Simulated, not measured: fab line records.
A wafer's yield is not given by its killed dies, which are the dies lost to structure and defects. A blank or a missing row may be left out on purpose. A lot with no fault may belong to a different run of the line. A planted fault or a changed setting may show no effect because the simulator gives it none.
Matching of chambers / flow n5-finfet / 3 sister chambers for N5_HKMG_FIN_CVD_62 on thermal-cvd-si-01
The step deposits a-Si from Si2H6, target thk 3 nm, time 20.8 s. 6 wafers are shown with their chamber, then 8 later ones without.

## WAFERS PAIRED WITH THEIR CHAMBERS
wafer=L897.5; chamber=2; heater-power-w (W)=1349
wafer=L901.2; chamber=2; heater-power-w (W)=1364
wafer=L901.5; chamber=0; heater-power-w (W)=1338
wafer=L903.6; chamber=0; heater-power-w (W)=1344
wafer=L905.5; chamber=1; heater-power-w (W)=1833
wafer=L907.1; chamber=1; heater-power-w (W)=1780

## WAFERS WITHOUT THEIR CHAMBER
wafer=L907.2; heater-power-w (W)=1375
wafer=L907.5; heater-power-w (W)=1378
wafer=L912.3; heater-power-w (W)=1361
wafer=L912.6; heater-power-w (W)=1772
wafer=L914.1; heater-power-w (W)=1368
wafer=L914.6; heater-power-w (W)=1366
wafer=L916.3; heater-power-w (W)=1840
wafer=L916.6; heater-power-w (W)=1321

## WHICH CHAMBER EACH ONE RAN IN
wafer=L907.2; from the rows above=can't be placed: 2 or 0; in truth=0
wafer=L907.5; from the rows above=can't be placed: 2 or 0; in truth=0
wafer=L912.3; from the rows above=can't be placed: 2 or 0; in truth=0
wafer=L912.6; from the rows above=1; in truth=1
wafer=L914.1; from the rows above=can't be placed: 2 or 0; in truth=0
wafer=L914.6; from the rows above=can't be placed: 2 or 0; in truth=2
wafer=L916.3; from the rows above=1; in truth=1
wafer=L916.6; from the rows above=can't be placed: 0 or 2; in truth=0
2 of 8 placed correctly. Cannot be placed on the basis of these rows: 6; the candidates contain the true chamber in 6. Placed wrongly: 0.
How it was worked out, from the rows above alone: a wafer's distance from a chamber is the root of the sum, over the readings, of the square of ((its reading less the chamber's mean) divided by the reading's scatter). If the next closest chamber is less than 2 further off than the closest, the wafer can't be placed; otherwise it belongs to the closest. The mean given for a chamber averages the wafers shown for that chamber. The scatter is the square root of a quotient: the sum, over the shown wafers, of each reading's squared deviation from its chamber's mean, divided by wafers minus chambers.
